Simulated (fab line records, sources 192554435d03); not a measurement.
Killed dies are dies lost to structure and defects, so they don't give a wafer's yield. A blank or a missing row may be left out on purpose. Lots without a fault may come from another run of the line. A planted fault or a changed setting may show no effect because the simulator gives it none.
Which tool did it? | flow n5_finfet | 9 lots, 27 wafers sampled, at 5 steps of a route of 1938

WHAT THE GAUGES READ, wafer by wafer
N5_BEOL_M4_RC_MEAS_101.
lot  | measured     | on        | DIBL_N (mV/V)
L750 | day 9 16:22  | prober-02 | 36.9 37.0 35.6
L751 | day 9 23:01  | prober-01 | 35.5 38.1 35.7
L753 | day 10 19:06 | prober-01 | 34.5 34.2 33.9
L755 | day 11 14:23 | prober-02 | 35.7 36.0 35.3
L757 | day 11 20:50 | prober-01 | 37.5 34.1 36.3
L759 | day 12 06:45 | prober-02 | 37.3 36.9 36.6
L762 | day 12 23:14 | prober-01 | 41.2 38.5 39.1
L764 | day 13 19:29 | prober-01 | 33.9 34.3 34.3
L768 | day 14 08:29 | prober-01 | 36.3 36.5 38.5

WHICH TOOL RAN EACH LOT (tool, then ch and the chambers of the sampled wafers, then the start)
lot  | N5_HKMG_FIN_STRIP_90              | N5_HKMG_FIN_ETCHBACK_68           | N5_HKMG_FIN_CMP_23           | N5_GATE_CUT_ETCH_58
L750 | rie_diel-04 ch 0,2,3, day 5 09:19 | rie_metal-02 ch 0,1, day 5 09:28  | cmp-03 ch 1,2,3, day 5 10:32 | rie_diel-02 ch 0,1,3, day 5 11:50
L751 | rie_diel-01 ch 0,2,3, day 5 18:04 | rie_metal-01 ch 1, day 5 18:14    | cmp-01 ch 0,1, day 5 19:29   | rie_diel-05 ch 0,1, day 5 20:47
L753 | rie_diel-01 ch 0,2, day 6 02:55   | rie_metal-01 ch 1, day 6 03:05    | cmp-02 ch 0,1,2, day 6 04:26 | rie_diel-06 ch 0,1, day 6 05:19
L755 | rie_diel-03 ch 0,3, day 6 18:31   | rie_metal-02 ch 0,1, day 6 18:41  | cmp-02 ch 0,1,2, day 6 19:50 | rie_diel-06 ch 0,1, day 6 20:53
L757 | rie_diel-01 ch 0,2, day 7 05:26   | rie_metal-03 ch 0,1, day 7 05:35  | cmp-02 ch 1,2,3, day 7 06:49 | rie_diel-05 ch 2,3, day 7 07:41
L759 | rie_diel-04 ch 0,2,3, day 7 20:14 | rie_metal-02 ch 0,1, day 7 20:25  | cmp-02 ch 0,1,2, day 7 21:29 | rie_diel-05 ch 1,3, day 7 22:31
L762 | rie_diel-01 ch 1,3, day 8 20:34   | rie_metal-01 ch 0,1, day 8 20:43  | cmp-02 ch 0,1,2, day 8 21:56 | rie_diel-02 ch 1,3, day 8 22:49
L764 | rie_diel-04 ch 0,2, day 9 02:02   | rie_metal-03 ch 0,1, day 9 02:14  | cmp-03 ch 0,1,3, day 9 03:28 | rie_diel-06 ch 0,1, day 9 04:27
L768 | rie_diel-03 ch 0,1, day 10 00:45  | rie_metal-02 ch 0,1, day 10 00:54 | cmp-03 ch 1,2, day 10 01:58  | rie_diel-05 ch 0,2,3, day 10 03:00
- N5_HKMG_FIN_STRIP_90: strips SOC in N2/H2, time 20 s.
- N5_HKMG_FIN_ETCHBACK_68: etches the open film in Cl2/Ar, stops on HfO2, target depth 0.5 nm.
- N5_HKMG_FIN_CMP_23: polishes, stops on SiNx, t overpolish 10 s, target thk 46.326 nm.
- N5_GATE_CUT_ETCH_58: etches SiNx in CH3F/O2, target depth 17 nm, time 128.6 s.

THE ANSWER, worked out from the rows above alone
Rule: what is usual is taken from the lots themselves. Put in order of their means at a reading, lots are off if they are a third of the lots or fewer, leave a main group of 4 or more, and stand apart from it by a gap of 3 or more times the standard deviation of the main group's means; of several such gaps the widest counts. A main group whose means are all the same, to the digits that the tables above print for the reading, isn't used. A lot without any number at a reading at which 4 lots or more have one is off too. The other lots that the step has rows for count as sound.
No lot is off at any reading shown: from this, nothing can be told.

WHAT THE SIMULATOR HAD PUT IN
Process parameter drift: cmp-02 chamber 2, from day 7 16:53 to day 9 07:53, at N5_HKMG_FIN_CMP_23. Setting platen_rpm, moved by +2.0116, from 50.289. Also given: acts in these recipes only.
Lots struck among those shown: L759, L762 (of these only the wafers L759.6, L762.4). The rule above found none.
